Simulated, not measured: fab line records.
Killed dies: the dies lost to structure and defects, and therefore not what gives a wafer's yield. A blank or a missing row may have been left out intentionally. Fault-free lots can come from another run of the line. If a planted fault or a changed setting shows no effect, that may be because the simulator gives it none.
Which tool is to blame? + flow nand harc + 30 wafers from 10 lots sampled at 4 of the route's 1302 steps

== WHAT THE GAUGES SHOWED, per wafer ==
NHARC_END_WLT_00.
| lot  | measured     | on        | VT_DECK1_TOP      |
|------|--------------|-----------|-------------------|
| L872 | day 25 16:01 | prober-02 | 0.888 0.893 0.883 |
| L873 | day 26 06:47 | prober-02 | 0.897 0.896 0.897 |
| L874 | day 27 02:08 | prober-02 | 0.889 0.896 0.890 |
| L879 | day 29 06:00 | prober-01 | 0.923 0.920 0.915 |
| L880 | day 30 05:31 | prober-02 | 0.913 0.925 0.919 |
| L881 | day 30 13:45 | prober-02 | 0.925 0.911 0.916 |
| L886 | day 31 21:29 | prober-01 | 0.884 0.893 0.890 |
| L889 | day 32 18:44 | prober-02 | 0.893 0.891 0.895 |
| L890 | day 33 11:19 | prober-02 | 0.893 0.900 0.903 |
| L891 | day 33 22:47 | prober-01 | 0.883 0.881 0.883 |

== WHAT TOOL EACH LOT RAN ON (gives the tool, then ch and the chambers of the sampled wafers, and finally the start) ==
| lot  | NHARC_A_CHANNEL_HOLE_D1_ETCH_26  | NHARC_A_CHANNEL_HOLE_D1_ETCH_33  | NHARC_A_CHANNEL_FILL_D1_ALD_02   |
|------|----------------------------------|----------------------------------|----------------------------------|
| L872 | har etch-02 ch 1, day 10 05:34   | har etch-02 ch 1, day 10 05:46   | ald hk-04 ch 0,3, day 10 08:12   |
| L873 | har etch-02 ch 0,1, day 10 17:14 | har etch-02 ch 0,1, day 10 17:26 | ald hk-02 ch 1,3, day 10 19:26   |
| L874 | har etch-02 ch 0,1, day 11 09:59 | har etch-02 ch 0,1, day 11 10:11 | ald hk-04 ch 0,3, day 11 12:11   |
| L879 | har etch-02 ch 1, day 13 16:50   | har etch-02 ch 1, day 13 17:14   | ald hk-04 ch 0,1,2, day 13 19:32 |
| L880 | har etch-02 ch 1, day 14 02:10   | har etch-02 ch 1, day 14 02:34   | ald hk-04 ch 2,3, day 14 04:37   |
| L881 | har etch-01 ch 0,1, day 14 22:08 | har etch-01 ch 0,1, day 14 22:20 | ald hk-04 ch 0,1,3, day 15 00:25 |
| L886 | har etch-01 ch 0,1, day 16 16:14 | har etch-01 ch 0,1, day 16 16:26 | ald hk-02 ch 2,3, day 16 18:27   |
| L889 | har etch-01 ch 0,1, day 17 09:25 | har etch-01 ch 0,1, day 17 09:37 | ald hk-02 ch 0,2,3, day 17 12:12 |
| L890 | har etch-02 ch 0,1, day 18 02:49 | har etch-02 ch 0,1, day 18 03:01 | ald hk-03 ch 0,3, day 18 04:52   |
| L891 | har etch-01 ch 0,1, day 18 15:04 | har etch-01 ch 0,1, day 18 15:16 | ald hk-03 ch 0,1, day 18 17:12   |
- NHARC_A_CHANNEL_HOLE_D1_ETCH_26: etches the open film in C4F8/O2/Ar, time 224.1 s, target depth 300 nm.
- NHARC_A_CHANNEL_HOLE_D1_ETCH_33: etches the open film in C4F8/O2/Ar, time 90 s, target depth 400 nm.
- NHARC_A_CHANNEL_FILL_D1_ALD_02: deposits SiO2, target thk 6 nm, pulse time 10 s, ald cycles 60.

== THE ANSWER, worked out from the rows above alone ==
Rule: the lots themselves supply what counts as usual. The widest of any qualifying gaps counts: lots, ordered by their means at a reading, are off when they make up no more than a third of the lots, leave a main group of 4 or more, and stand apart from it by 3 or more times the standard deviation of that group's means. If all means in a main group match to the digits the tables above print for the reading, that group is not used. A lot without any number at a reading at which 4 lots or more have one is off too. Where the step has rows for the other lots, those lots are counted as sound.
Off: L879, L880, L881, at NHARC_END_WLT_00 (VT_DECK1_TOP). The main group: mean 0.891, standard deviation 0.0051.
If a tool, at a process step before that reading, ran all the lots that are off and no sound lot after the first of them, it fits. The gauges at NHARC_END_WLT_00 are tried like those tools. One fits: NHARC_A_CHANNEL_FILL_D1_ALD_02 on ald hk-04. Its last sound lot is L874 (day 11 12:11), its first lot that is off L879 (day 13 19:32): a fault that began between those two fits.

== WHAT WAS PUT IN BY THE SIMULATOR ==
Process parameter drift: ald hk-04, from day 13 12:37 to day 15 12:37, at NHARC_A_CHANNEL_FILL_D1_ALD_02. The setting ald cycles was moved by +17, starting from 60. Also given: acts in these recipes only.
Lots struck among those shown: L879, L880, L881. The same result came from the rule above.
